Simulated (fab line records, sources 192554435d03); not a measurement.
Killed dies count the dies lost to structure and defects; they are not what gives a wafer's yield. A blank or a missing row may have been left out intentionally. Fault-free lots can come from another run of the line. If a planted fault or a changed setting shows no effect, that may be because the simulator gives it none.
Which tool did it? / flow n5-finfet / 36 wafers from 12 lots sampled at 2 of the route's 1938 steps

WHAT THE GAUGES READ, wafer by wafer
N5_BEOL_M14_THK_MEAS_50: measures by xrf.
lot=L074; measured=day 11 20:29; on=film-metro-02; M14_THK (nm)=589 592 585
lot=L076; measured=day 12 04:04; on=film-metro-01; M14_THK (nm)=554 563 560
lot=L078; measured=day 12 17:26; on=film-metro-01; M14_THK (nm)=593 593 604
lot=L082; measured=day 13 22:16; on=film-metro-02; M14_THK (nm)=558 589 585
lot=L083; measured=day 14 07:53; on=film-metro-02; M14_THK (nm)=549 584 554
lot=L086; measured=day 14 16:52; on=film-metro-01; M14_THK (nm)=569 581 598
lot=L081; measured=day 15 07:11; on=film-metro-01; M14_THK (nm)=596 604 572
lot=L087; measured=day 15 12:52; on=film-metro-01; M14_THK (nm)=607 612 593
lot=L093; measured=day 16 02:26; on=film-metro-01; M14_THK (nm)=567 581 576
lot=L094; measured=day 16 14:38; on=film-metro-01; M14_THK (nm)=570 563 565
lot=L097; measured=day 17 03:40; on=film-metro-02; M14_THK (nm)=576 578 602
lot=L091; measured=day 17 21:38; on=film-metro-01; M14_THK (nm)=584 579 585

EACH LOT AND THE TOOL THAT RAN IT (in order: tool; ch and the chambers of the sampled wafers; start)
lot=L074; N5_BEOL_M14_SPUTTER_45=pvd-sputter-01, day 11 19:28
lot=L076; N5_BEOL_M14_SPUTTER_45=pvd-sputter-03, day 12 03:07
lot=L078; N5_BEOL_M14_SPUTTER_45=pvd-sputter-01, day 12 16:32
lot=L082; N5_BEOL_M14_SPUTTER_45=pvd-sputter-03, day 13 21:22
lot=L083; N5_BEOL_M14_SPUTTER_45=pvd-sputter-03, day 14 06:48
lot=L086; N5_BEOL_M14_SPUTTER_45=pvd-sputter-02, day 14 15:58
lot=L081; N5_BEOL_M14_SPUTTER_45=pvd-sputter-03, day 15 06:17
lot=L087; N5_BEOL_M14_SPUTTER_45=pvd-sputter-01, day 15 11:31
lot=L093; N5_BEOL_M14_SPUTTER_45=pvd-sputter-03, day 16 01:29
lot=L094; N5_BEOL_M14_SPUTTER_45=pvd-sputter-03, day 16 13:44
lot=L097; N5_BEOL_M14_SPUTTER_45=pvd-sputter-01, day 17 02:46
lot=L091; N5_BEOL_M14_SPUTTER_45=pvd-sputter-03, day 17 20:11
- N5_BEOL_M14_SPUTTER_45: material Cu, target thk 100 nm, time 16.67 s.

THE ANSWER, worked out from the rows above alone
Rule: the lots themselves supply what counts as usual. The widest of any qualifying gaps counts: lots, ordered by their means at a reading, are off when they make up no more than a third of the lots, leave a main group of 4 or more, and stand apart from it by 3 or more times the standard deviation of that group's means. The tables above print the reading to a certain number of digits; a main group whose means all agree to those digits is not used. A lot without any number at a reading at which 4 lots or more have one is off too. Any other lot the step has rows for is counted as sound.
No lot is off at any reading shown: from this, nothing can be told.

WHAT THE SIMULATOR PUT IN
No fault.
